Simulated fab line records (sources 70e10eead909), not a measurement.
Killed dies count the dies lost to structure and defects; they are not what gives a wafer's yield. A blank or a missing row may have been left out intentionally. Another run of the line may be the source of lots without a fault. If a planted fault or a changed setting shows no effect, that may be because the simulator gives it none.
The tool behind it: which one? | flow nand-harc | 38 wafers from 13 lots sampled at 2 of the route's 1302 steps

== WHAT EACH GAUGE READ, for each wafer ==
NHARC_P_STI_CD_MEAS_16.
lot  | measured     | on        | cd-nm (nm)
L152 | day 2 22:49  | cd-sem-01 | 200.6 200.3 203.4
L153 | day 3 09:27  | cd-sem-02 | 202.2 200.1 199.0
L154 | day 3 19:41  | cd-sem-02 | 203.2 200.8 200.4
L155 | day 4 02:18  | cd-sem-02 | 200.8 201.6 200.8
L157 | day 4 21:03  | cd-sem-01 | 201.3 200.7 200.7
L158 | day 5 09:22  | cd-sem-02 | 202.0 203.7 201.2
L161 | day 6 15:31  | cd-sem-01 | 197.0 193.3 196.7
L168 | day 9 13:25  | cd-sem-03 | 201.6 201.9
L170 | day 10 09:56 | cd-sem-02 | 197.1 201.1 200.6
L171 | day 10 23:07 | cd-sem-03 | 197.5 196.1 198.2
L173 | day 11 14:01 | cd-sem-03 | 199.9 199.8 198.2
L174 | day 12 01:30 | cd-sem-03 | 203.1 202.9 200.3
L175 | day 12 17:07 | cd-sem-02 | 197.3 201.1 199.6

NHARC_P_GATE_OVL_MEAS_27.
lot  | measured     | on         | overlay-x-nm (nm) | overlay-y-nm (nm)
L152 | day 5 01:46  | overlay-01 | 0.5 0.8 0.8       | 0.2 0.3 0.8
L153 | day 5 19:56  | overlay-02 | -0.2 -0.1 0.1     | 0.0 -0.1 -0.3
L154 | day 6 03:38  | overlay-01 | 0.2 0.2 0.1       | 0.2 0.2 0.1
L155 | day 6 08:20  | overlay-01 | -0.2 0.0 -0.3     | 1.1 1.3 1.7
L157 | day 7 04:59  | overlay-02 | 1.0 1.4 1.3       | -0.8 -0.5 0.3
L158 | day 7 15:49  | overlay-01 | -1.4 -0.3 -1.3    | -0.4 -0.5 -0.4
L161 | day 8 21:35  | overlay-02 | 1.2 1.4 1.3       | -0.1 -0.5 -0.6
L168 | day 12 01:50 | overlay-01 | 1.1 0.1           | 0.3 -0.1
L170 | day 12 14:07 | overlay-02 | -0.1 0.2 0.0      | -0.1 0.0 -0.8
L171 | day 13 10:37 | overlay-02 | -0.3 0.0 0.2      | -1.5 -0.8 -1.2
L173 | day 14 04:58 | overlay-01 | 0.0 0.5 0.6       | 0.0 0.0 0.1
L174 | day 14 11:49 | overlay-01 | -1.9 -1.2 -0.9    | -0.3 -0.6 0.0
L175 | day 15 01:13 | overlay-01 | 0.2 0.2 0.2       | 0.1 0.4 0.1

== WHICH TOOL RAN EACH LOT (tool, then ch and the chambers of the sampled wafers, then the start) ==
Before these readings, the record contains no process step.

== AS READ BY THE TOOLS THEMSELVES (means over the sampled wafers that have a number; for cases with no such wafer, the mark the record gives instead) ==
The record holds no such reading with a usual standard deviation.

== THE ANSWER, worked out from the rows above alone ==
Rule: usual is defined by the lots themselves. The widest of any qualifying gaps counts: lots, ordered by their means at a reading, are off when they make up no more than a third of the lots, leave a main group of 4 or more, and stand apart from it by 3 or more times the standard deviation of that group's means. A main group whose means are all the same, to the digits that the tables above print for the reading, isn't used. Also off: a lot with no number at a reading for which 4 or more lots have one. Where the step has rows for the other lots, those lots are counted as sound. The gauges are gone through in route order, then the tools' own readings, and for those a lot's mean is taken as printed above. At the first step where some lot is off, the reading lying furthest off is the one used; lots without a number count as furthest.
None of the lots is off at any reading shown; this tells nothing.

== WHAT THE SIMULATOR HAD INSERTED ==
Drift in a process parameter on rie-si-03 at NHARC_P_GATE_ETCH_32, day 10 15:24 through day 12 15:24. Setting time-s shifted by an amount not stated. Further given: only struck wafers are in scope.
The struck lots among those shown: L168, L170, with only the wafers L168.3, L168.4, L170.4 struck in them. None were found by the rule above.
